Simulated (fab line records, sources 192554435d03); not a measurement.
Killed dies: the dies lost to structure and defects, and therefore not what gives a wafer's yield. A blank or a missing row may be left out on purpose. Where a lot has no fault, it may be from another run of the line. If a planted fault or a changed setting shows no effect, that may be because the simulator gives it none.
fab line records | flow n5Finfet | part 1 of 2: steps 1 to 17 of 27
[record] lots = 5 wafers = 15 lastDay = 16
route steps=1938 shown BEOL_M7@1299
lots that met no fault: from a run of the same line without faults
startH: hours from the record's first day to the start of the lot's first wafer shown | waitH: hours since the lot's step before | " as in the row above | L1.1+2: a single row standing in for several wafers | - no value, or no start was given | * or withheld: withheld | < > ~ a bound
route shown NAME@n: names a module that has steps shown in the file, with the first one's number in the route | usual: mean and standard deviation over wafers with no fault | same: alike in all rows | chamber/n: place in a boat | sites: readings site by site | _std_site: their standard deviation | _edge_site: mean of outer sites minus mean of inner sites | radiusMm: how far each site lies from the wafer's centre | mask NAME#n: copy n | behind: the last tool/chamber to shape the wafer | hold: what put the lot on hold/how long, in hours/how the hold closed | device: transistor that didn't switch, given as n, p or np | end of line: the same wafers' tests at the end of the route | for a step that has no rows: nothing shown but its recipe | killed: the dies lost at the first sort to structure and to defects; this is not the yield of the wafer | map: dies across one wafer; x = killed, . = not, _ = none there
set.NAME: the run value of the setting; set.NAME@STEP: its run value at that earlier step | model.NAME: the simulator's own value behind a step, which no gauge read
lots at some steps of the route; a table a step, a row a wafer
services: from which hour (startH, from the record's first day; less than 0 if before it) a tool's chamber was out of use, for how many hours, and why
[[steps]]
[step N5_BEOL_M7_DESCUM_33]
[recipe] chemistry = O2 timeS = 7 sourcePowerW = 50 biasPowerW = 20 pressureMtorr = 20 rfFrequencyHz = 2.712e+07 tempC = 40 resist = CAR-EUV o2FlowSccm = 225
[usual] drypumpMotorCurrentA = 5.9/0.36 o2FlowSccm = 225.0/0.65 oesProductAu = 0.79/0.088 rfVppV = 242.9/1.6 showerheadPlenumPTorr = 2.08/0.086 throttleValvePct = 20.45/0.2
[same] timeS = 7
// columns lot.wafer tool chamber startH waitH drypumpMotorCurrentA o2FlowSccm oesProductAu rfHoursCounterH rfVppV showerheadPlenumPTorr throttleValvePct
L077.3 rieDiel-05 0 203.70 0.0 5.9 224.8 0.84 61 242.5 2.03 20.15
L077.4 " 1 " " 6.1 224.0 0.73 182 244.4 2.17 20.64
L077.5 " 0 " " 5.9 224.2 0.84 - 242.0 2.03 20.15
L078.2 rieDiel-05 0 214.79 0.0 5.9 226.0 0.84 65 240.6 2.03 20.16
L078.4 " 2 " " 6.3 224.7 0.67 245 239.8 1.97 20.86
L078.5 " 1 " " 6.1 225.3 0.73 - 245.2 2.17 20.63
L082.2 rieDiel-05 0 247.68 0.0 5.9 225.2 0.82 75 241.7 2.03 20.19
L082.3 " 3 " " 5.2 225.9 0.71 216 240.3 1.99 20.69
L082.6 " 1 " " 6.1 224.4 0.72 - 242.9 2.16 20.64
L093.1 rieDiel-06 1 297.68 0.0 6.3 224.7 0.86 64 244.2 2.22 20.37
L093.5 " 0 " " 5.8 224.2 0.76 - 241.2 2.01 20.24
L093.6 " 1 " " 6.4 224.2 0.85 - 244.0 2.22 20.36
L090.1 rieDiel-05 3 298.16 0.5 5.2 225.6 0.70 230 241.9 1.98 20.71
L090.2 " 2 " " 6.4 224.6 0.91 13 245.8 2.22 20.50
L090.4 " 1 " " 6.1 224.9 0.72 209 243.8 2.16 20.68
[step N5_BEOL_M7_ETCH_72]
[recipe] chemistry = N2/H2 target = underlayer targetDepthA = 65 maskMaterial = CAR-EUV timeS = 5.2 ionEnergyEv = 200 pressureMtorr = 30 sourceW = 840 biasW = 150 n2FlowSccm = 200 h2FlowSccm = 200 ends = cleared
[usual] drypumpMotorCurrentA = 5.9/0.36 etchRfOnTimeS = 5.20/0.067 oesProductAu = 0.68/0.075 rfVppV = 523/3 showerheadPlenumPTorr = 2.53/0.1 throttleValvePct = 17.90/0.23
// columns lot.wafer tool chamber startH waitH drypumpMotorCurrentA etchRfOnTimeS oesProductAu rfHoursCounterH rfVppV showerheadPlenumPTorr throttleValvePct
L077.3 rieDiel-05 0 203.73 0.0 5.9 5.21 0.71 61 522 2.48 17.57
L077.4 " 1 " " 6.1 5.25 0.62 182 526 2.64 18.06
L077.5 " 0 " " 5.9 5.22 0.72 - 522 2.48 17.57
L078.2 rieDiel-05 0 214.82 0.0 5.9 5.15 0.71 65 522 2.47 17.59
L078.4 " 2 " " 6.3 5.23 0.57 245 519 2.40 18.38
L078.5 " 1 " " 6.1 5.15 0.63 - 525 2.64 18.07
L082.2 rieDiel-05 0 247.71 0.0 5.9 5.19 0.70 75 521 2.47 17.56
L082.3 " 3 " " 5.3 5.22 0.60 216 521 2.42 18.19
L082.6 " 1 " " 6.1 5.22 0.61 - 525 2.63 18.08
L093.1 rieDiel-06 1 297.72 0.0 6.4 5.13 0.73 64 529 2.69 17.83
L093.5 " 0 " " 5.8 5.22 0.65 - 522 2.44 17.59
L093.6 " 1 " " 6.4 5.15 0.74 - 526 2.69 17.84
L090.1 rieDiel-05 3 298.19 0.0 5.3 5.20 0.60 230 520 2.41 18.19
L090.2 " 2 " " 6.3 5.18 0.79 13 529 2.71 17.95
L090.4 " 1 " " 6.1 5.14 0.61 209 526 2.63 18.10
[step N5_BEOL_M7_ETCH_65]
[recipe] chemistry = CF4 target = SiARC targetDepthA = 156 maskMaterial = CAR-EUV timeS = 26 ionEnergyEv = 80 pressureMtorr = 40 sourceW = 545 biasW = 36 Ar_flow_sccm = 100 cf4FlowSccm = 100 ends = cleared
[usual] drypumpMotorCurrentA = 5.9/0.36 etchRfOnTimeS = 26.0/0.36 oesProductAu = 0.68/0.075 rfVppV = 184.0/1.2 showerheadPlenumPTorr = 2.13/0.081 throttleValvePct = 15.65/0.23
// columns lot.wafer tool chamber startH waitH drypumpMotorCurrentA etchRfOnTimeS oesProductAu rfHoursCounterH rfVppV showerheadPlenumPTorr throttleValvePct
L077.3 rieDiel-05 0 203.75 0.0 5.9 26.6 0.71 61 185.1 2.09 15.36
L077.4 " 1 " " 6.1 26.4 0.62 182 185.8 2.22 15.87
L077.5 " 0 " " 5.9 26.5 0.71 - 183.5 2.09 15.38
L078.2 rieDiel-05 0 214.84 0.0 5.9 26.2 0.72 65 183.1 2.09 15.39
L078.4 " 2 " " 6.3 26.5 0.57 245 182.7 2.02 16.07
L078.5 " 1 " " 6.1 25.7 0.63 - 185.9 2.22 15.86
L082.2 rieDiel-05 0 247.73 0.0 5.9 26.5 0.70 75 183.3 2.09 15.43
L082.3 " 3 " " 5.2 26.1 0.60 216 182.2 2.04 15.89
L082.6 " 1 " " 6.1 26.4 0.61 - 185.9 2.22 15.90
L093.1 rieDiel-06 1 297.74 0.0 6.3 25.5 0.73 64 186.5 2.26 15.48
L093.5 " 0 " " 5.8 25.8 0.64 - 183.2 2.06 15.44
L093.6 " 1 " " 6.3 25.2 0.73 - 186.5 2.26 15.47
L090.1 rieDiel-05 3 298.21 0.0 5.2 26.2 0.60 230 183.9 2.03 15.93
L090.2 " 2 " " 6.4 26.4 0.77 13 185.6 2.27 15.61
L090.4 " 1 " " 6.1 26.4 0.61 209 184.6 2.21 15.92
[step N5_BEOL_M7_ETCH_66]
[recipe] chemistry = N2/H2 target = SOC targetDepthA = 800 overetchA = 160 maskMaterial = SiARC tempC = 40 timeS = 120 ionEnergyEv = 200 pressureMtorr = 30 sourceW = 840 biasW = 150 n2FlowSccm = 200 h2FlowSccm = 200
[usual] drypumpMotorCurrentA = 5.9/0.35 oesProductAu = 0.61/0.064 rfVppV = 523/3 showerheadPlenumPTorr = 2.53/0.1 throttleValvePct = 17.86/0.23
[same] timeS = 120
// columns lot.wafer tool chamber startH waitH drypumpMotorCurrentA oesProductAu rfHoursCounterH rfVppV showerheadPlenumPTorr throttleValvePct
L077.3 rieDiel-05 0 203.78 0.0 5.9 0.65 61 522 2.48 17.51
L077.4 " 1 " " 6.1 0.57 182 527 2.64 18.02
L077.5 " 0 " " 5.9 0.64 - 521 2.48 17.52
L078.2 rieDiel-05 0 214.86 0.0 5.9 0.65 65 523 2.47 17.52
L078.4 " 2 " " 6.3 0.52 245 520 2.40 18.32
L078.5 " 1 " " 6.1 0.57 - 526 2.64 18.03
L082.2 rieDiel-05 0 247.76 0.0 5.9 0.63 75 521 2.47 17.54
L082.3 " 3 " " 5.2 0.55 216 519 2.42 18.12
L082.6 " 1 " " 6.1 0.55 - 526 2.63 18.05
L093.1 rieDiel-06 1 297.76 0.0 6.3 0.65 64 528 2.69 17.79
L093.5 " 0 " " 5.8 0.58 - 522 2.43 17.53
L093.6 " 1 " " 6.4 0.66 - 529 2.69 17.81
L090.1 rieDiel-05 3 298.24 0.0 5.2 0.55 230 520 2.41 18.16
L090.2 " 2 " " 6.3 0.70 13 529 2.71 17.91
L090.4 " 1 " " 6.1 0.55 209 525 2.63 18.06
[step N5_BEOL_M7_STRIP_69]
[recipe] chemistry = N2/H2 tempC = 40 n2FlowSccm = 200 h2FlowSccm = 200 rfFrequencyHz = 6e+07
// columns lot.wafer tool chamber startH waitH
L077.3+4+5 rieDiel-05 0,1,0 203.86 0.0
L078.2+4+5 rieDiel-05 0,2,1 214.95 0.0
L082.2+3+6 rieDiel-05 0,3,1 247.84 0.0
L093.1+5+6 rieDiel-06 1,0,1 297.84 0.0
L090.1+2+4 rieDiel-05 3,2,1 298.32 0.0
[step N5_BEOL_M7_STRIP_73]
[recipe] chemistry = N2/H2 tempC = 40 n2FlowSccm = 200 h2FlowSccm = 200 rfFrequencyHz = 6e+07
// columns lot.wafer tool chamber startH waitH
L077.3+4+5 rieDiel-05 0,1,0 203.87 0.0
L078.2+4+5 rieDiel-05 0,2,1 214.96 0.0
L082.2+3+6 rieDiel-05 0,3,1 247.85 0.0
L093.1+5+6 rieDiel-06 1,0,1 297.85 0.0
L090.1+2+4 rieDiel-05 3,2,1 298.33 0.0
[step N5_BEOL_M7_VIA_ETCH_34]
[recipe] chemistry = C4F6/O2 target = SiCOH_lowk targetDepthA = 1255 maskMaterial = SOC taperDeg = 4 timeS = 50.5 ionEnergyEv = 250 pressureMtorr = 30 sourceW = 345 biasW = 185 Ar_flow_sccm = 300 C4F6_flow_sccm = 10 O2_flow_sccm = 10
[usual] drypumpMotorCurrentA = 5.9/0.36 oes_ar_750_au = 0.79/0.084 oesProductAu = 0.79/0.088 rfVppV = 665/8.1 showerheadPlenumPTorr = 2.83/0.11 throttleValvePct = 20.92/0.23
[same] timeS = 50.5
// columns lot.wafer tool chamber startH waitH drypumpMotorCurrentA oes_ar_750_au oesProductAu rfHoursCounterH rfVppV showerheadPlenumPTorr throttleValvePct
L077.3 rieDiel-05 0 203.88 0.0 5.9 0.84 0.83 61 678 2.78 20.66
L077.4 " 1 " " 6.1 0.73 0.73 182 665 2.95 21.14
L077.5 " 0 " " 5.9 0.84 0.83 - 679 2.78 20.68
L078.2 rieDiel-05 0 214.97 0.0 5.9 0.83 0.84 65 678 2.78 20.69
L078.4 " 2 " " 6.4 0.66 0.67 246 653 2.68 21.30
L078.5 " 1 " " 6.1 0.73 0.74 - 667 2.95 21.15
L082.2 rieDiel-05 0 247.86 0.0 5.9 0.82 0.83 75 680 2.77 20.70
L082.3 " 3 " " 5.2 0.72 0.71 216 656 2.71 21.15
L082.6 " 1 " " 6.1 0.72 0.72 - 666 2.95 21.16
L093.1 rieDiel-06 1 297.86 0.0 6.4 0.86 0.85 64 656 3.00 20.80
L093.5 " 0 " " 5.8 0.75 0.77 - 653 2.72 20.58
L093.6 " 1 " " 6.4 0.85 0.86 - 658 3.00 20.79
L090.1 rieDiel-05 3 298.34 0.0 5.2 0.71 0.70 230 656 2.71 21.19
L090.2 " 2 " " 6.3 0.90 0.90 13 664 3.01 20.95
L090.4 " 1 " " 6.1 0.72 0.71 209 667 2.94 21.17
[step N5_BEOL_M7_STRIP_76]
[recipe] chemistry = C4F6/O2 resist = SiARC rfFrequencyHz = 6e+07
// columns lot.wafer tool chamber startH waitH
L077.3+4+5 rieDiel-05 0,1,0 203.92 0.0
L078.2+4+5 rieDiel-05 0,2,1 215.01 0.0
L082.2+3+6 rieDiel-05 0,3,1 247.90 0.0
L093.1+5+6 rieDiel-06 1,0,1 297.91 0.0
L090.1+2+4 rieDiel-05 3,2,1 298.38 0.0
[step N5_BEOL_M7_STRIP_36]
[recipe] chemistry = N2/H2 powerW = 450 tempC = 40 pressureMtorr = 20 rfFrequencyHz = 6e+07 overashFraction = 0.3 biasPowerW = 7 h2Frac = 0.5 n2FlowSccm = 200 h2FlowSccm = 200
[usual] drypumpMotorCurrentA = 5.9/0.36 oesProductAu = 0.79/0.088 rfVppV = 59.1/1.7 showerheadPlenumPTorr = 2.53/0.1 throttleValvePct = 23.68/0.25
// columns lot.wafer tool chamber startH waitH drypumpMotorCurrentA oesProductAu rfHoursCounterH rfVppV showerheadPlenumPTorr throttleValvePct
L077.3 rieDiel-05 0 203.93 0.0 5.9 0.84 61 56.0 2.47 23.32
L077.4 " 1 " " 6.1 0.73 182 59.4 2.63 23.75
L077.5 " 0 " " 5.9 0.83 - 58.4 2.47 23.31
L078.2 rieDiel-05 0 215.02 0.0 5.9 0.85 65 59.3 2.47 23.32
L078.4 " 2 " " 6.3 0.66 246 57.6 2.39 24.18
L078.5 " 1 " " 6.1 0.75 - 61.7 2.63 23.77
L082.2 rieDiel-05 0 247.91 0.0 5.9 0.83 75 56.4 2.47 23.33
L082.3 " 3 " " 5.3 0.71 216 57.9 2.41 23.92
L082.6 " 1 " " 6.1 0.74 - 58.0 2.63 23.76
L093.1 rieDiel-06 1 297.92 0.0 6.4 0.86 64 62.3 2.69 23.79
L093.5 " 0 " " 5.8 0.76 - 60.0 2.43 23.29
L093.6 " 1 " " 6.3 0.85 - 58.4 2.69 23.79
L090.1 rieDiel-05 3 298.39 0.0 5.2 0.70 230 59.4 2.41 23.91
L090.2 " 2 " " 6.3 0.90 13 62.1 2.70 23.84
L090.4 " 1 " " 6.1 0.72 209 58.8 2.62 23.81
[step N5_BEOL_M7_TRENCH_ETCH_37]
[recipe] chemistry = C4F6/O2 targetDepthA = 934.78 target = SiCOH_lowk timeS = 31.2 ionEnergyEv = 250 pressureMtorr = 30 sourceW = 345 biasW = 185 Ar_flow_sccm = 300 C4F6_flow_sccm = 10 O2_flow_sccm = 10
[usual] drypumpMotorCurrentA = 5.9/0.36 oes_ar_750_au = 0.79/0.084 oesProductAu = 0.79/0.089 rfVppV = 665/8.1 showerheadPlenumPTorr = 2.83/0.11 throttleValvePct = 20.95/0.22
[same] timeS = 31.2
// columns lot.wafer tool chamber startH waitH drypumpMotorCurrentA oes_ar_750_au oesProductAu rfHoursCounterH rfVppV showerheadPlenumPTorr throttleValvePct
L077.3 rieDiel-05 0 - - 5.9 0.84 0.83 61 679 2.78 20.71
L077.4 " 1 " " 6.1 0.73 0.73 182 665 2.95 21.15
L077.5 " 0 " " 5.9 0.84 0.84 - 679 2.78 20.71
L078.2 rieDiel-05 0 - - 5.9 0.83 0.84 65 679 2.78 20.71
L078.4 " 2 " " 6.4 0.67 0.66 246 654 2.68 21.33
L078.5 " 1 " " 6.1 0.73 0.72 - 665 2.95 21.16
L082.2 rieDiel-05 0 - - 5.9 0.82 0.84 75 679 2.77 20.73
L082.3 " 3 " " 5.2 0.71 0.71 216 656 2.71 21.21
L082.6 " 1 " " 6.1 0.73 0.72 - 665 2.95 21.19
L093.1 rieDiel-06 1 - - 6.3 0.86 0.85 64 660 3.00 20.81
L093.5 " 0 " " 5.8 0.75 0.75 - 652 2.72 20.59
L093.6 " 1 " " 6.3 0.86 0.85 - 656 3.00 20.83
L090.1 rieDiel-05 3 - - 5.2 0.70 0.70 230 657 2.71 21.22
L090.2 " 2 " " 6.4 0.90 0.90 13 663 3.01 20.97
L090.4 " 1 " " 6.1 0.71 0.71 209 666 2.94 21.20
[step N5_BEOL_M7_ETCH_41]
[recipe] chemistry = CH3F/O2 target = SiCN targetDepthA = 319 taperDeg = 2 timeS = 57.8 ionEnergyEv = 120 maskMaterial = TiN pressureMtorr = 30 sourceW = 395 biasW = 75 Ar_flow_sccm = 150 CH3F_flow_sccm = 30 O2_flow_sccm = 20
[usual] drypumpMotorCurrentA = 5.9/0.36 oesProductAu = 0.79/0.088 rfVppV = 297.1/1.8 showerheadPlenumPTorr = 1.99/0.08 throttleValvePct = 16.35/0.23
[same] timeS = 57.8
// columns lot.wafer tool chamber startH waitH drypumpMotorCurrentA oesProductAu rfHoursCounterH rfVppV showerheadPlenumPTorr throttleValvePct
L077.3 rieDiel-05 0 - - 5.9 0.85 61 296.1 1.95 16.08
L077.4 " 1 " " 6.1 0.74 182 298.3 2.08 16.57
L077.5 " 0 " " 5.9 0.84 - 296.4 1.95 16.07
L078.2 rieDiel-05 0 - - 5.9 0.83 65 296.1 1.95 16.09
L078.4 " 2 " " 6.3 0.66 246 294.4 1.88 16.78
L078.5 " 1 " " 6.1 0.73 - 299.3 2.08 16.57
L082.2 rieDiel-05 0 - - 5.9 0.82 75 297.6 1.94 16.11
L082.3 " 3 " " 5.2 0.70 216 295.3 1.90 16.61
L082.6 " 1 " " 6.1 0.72 - 297.0 2.07 16.60
L093.1 rieDiel-06 1 - - 6.4 0.85 64 299.6 2.11 16.20
L093.5 " 0 " " 5.8 0.76 - 295.9 1.91 16.06
L093.6 " 1 " " 6.3 0.85 - 297.8 2.11 16.20
L090.1 rieDiel-05 3 - - 5.2 0.70 230 294.7 1.90 16.62
L090.2 " 2 " " 6.3 0.91 13 300.2 2.12 16.32
L090.4 " 1 " " 6.1 0.71 209 298.7 2.07 16.62
[step N5_BEOL_M7_STRIP_80]
[recipe] chemistry = N2/H2 timeS = 10 powerW = 450 tempC = 40 pressureMtorr = 20 rfFrequencyHz = 6e+07 biasPowerW = 7 n2FlowSccm = 200 h2FlowSccm = 200
[usual] drypumpMotorCurrentA = 5.9/0.36 oesProductAu = 0.79/0.088 rfVppV = 59.1/0.92 showerheadPlenumPTorr = 2.53/0.1 throttleValvePct = 23.68/0.24
[same] timeS = 10
// columns lot.wafer tool chamber startH waitH drypumpMotorCurrentA oesProductAu rfHoursCounterH rfVppV showerheadPlenumPTorr throttleValvePct
L077.3 rieDiel-05 0 - - 5.9 0.84 61 60.2 2.47 23.31
L077.4 " 1 " " 6.1 0.73 182 58.7 2.63 23.76
L077.5 " 0 " " 5.9 0.83 - 59.0 2.47 23.31
L078.2 rieDiel-05 0 - - 5.9 0.85 65 59.4 2.47 23.33
L078.4 " 2 " " 6.3 0.67 246 56.4 2.39 24.19
L078.5 " 1 " " 6.1 0.73 - 59.2 2.63 23.78
L082.2 rieDiel-05 0 - - 5.9 0.82 76 58.1 2.47 23.31
L082.3 " 3 " " 5.2 0.71 216 57.9 2.41 23.92
L082.6 " 1 " " 6.1 0.73 - 58.0 2.63 23.78
L093.1 rieDiel-06 1 - - 6.3 0.85 64 58.6 2.68 23.76
L093.5 " 0 " " 5.8 0.75 - 58.7 2.43 23.28
L093.6 " 1 " " 6.4 0.85 - 60.7 2.68 23.77
L090.1 rieDiel-05 3 - - 5.2 0.69 230 60.0 2.41 23.93
L090.2 " 2 " " 6.4 0.90 14 59.0 2.70 23.85
L090.4 " 1 " " 6.1 0.72 209 58.8 2.62 23.78
[step N5_BEOL_M7_OCD_MEAS_38]
[usual] trenchDepthNm = 93.2/1.3
// columns lot.wafer tool chamber startH waitH trenchDepthNm
L077.3 ocd-01 - 204.13 - 93.1
L077.4 " - " " 92.8
L077.5 " - " " 92.4
L078.2 ocd-02 - 215.22 - 92.7
L078.4 " - " " 91.2
L078.5 " - " " 91.4
L082.2 ocd-02 - 248.11 - 93.4
L082.3 " - " " 92.4
L082.6 " - " " 92.6
L093.1 ocd-01 - 298.11 - 93.9
L093.5 " - " " 93.3
L093.6 " - " " 94.4
L090.1 ocd-02 - 298.59 - 90.8
L090.2 " - " " 93.2
L090.4 " - " " 92.6
[step N5_BEOL_M7_HM_STRIP_39]
[recipe] chemistry = peroxideTinStrip material = TiN targetDepthA = 250 tempC = 50 timeS = 158
[same] timeS = 158
// columns lot.wafer tool chamber startH waitH
L077.3+4+5 wetBench-05 5,4,1 204.16 0.0
L078.2+4+5 wetBench-04 4,1,7 215.26 0.0
L082.2+3+6 wetBench-04 4,5,6 248.14 0.0
L093.1+5+6 wetBench-06 2,1,3 298.15 0.0
L090.1+2+4 wetBench-06 5,4,0 298.62 0.0
[step N5_BEOL_M7_SRD_40]
[recipe] timeS = 30 tempC = 23 rinseLiquid = diw dry = ipaMarangoni
[same] timeS = 30
// columns lot.wafer tool chamber startH waitH
L077.3+4+5 wetBench-05 5,4,1 204.21 0.0
L078.2+4+5 wetBench-04 4,1,7 215.30 0.0
L082.2+3+6 wetBench-04 4,5,6 248.19 0.0
L093.1+5+6 wetBench-06 2,1,3 298.19 0.0
L090.1+2+4 wetBench-06 5,4,0 298.67 0.0
[step N5_BEOL_M7_PRECLEAN_42]
[recipe] chemistry = residueRemover timeS = 60 tempC = 40
[same] timeS = 60
// columns lot.wafer tool chamber startH waitH
L077.3+4+5 wetBench-05 5,4,1 204.22 0.0
L078.2+4+5 wetBench-04 4,1,7 215.32 0.0
L082.2+3+6 wetBench-04 4,5,6 248.20 0.0
L093.1+5+6 wetBench-06 2,1,3 298.21 0.0
L090.1+2+4 wetBench-06 5,4,0 298.68 0.0
[step N5_BEOL_M7_SRD_43]
[recipe] timeS = 30 tempC = 23 rinseLiquid = diw dry = ipaMarangoni
[same] timeS = 30
// columns lot.wafer tool chamber startH waitH
L077.3+4+5 wetBench-05 5,4,1 204.24 0.0
L078.2+4+5 wetBench-04 4,1,7 215.34 0.0
L082.2+3+6 wetBench-04 4,5,6 248.22 0.0
L093.1+5+6 wetBench-06 2,1,3 298.23 0.0
L090.1+2+4 wetBench-06 5,4,0 298.70 0.0
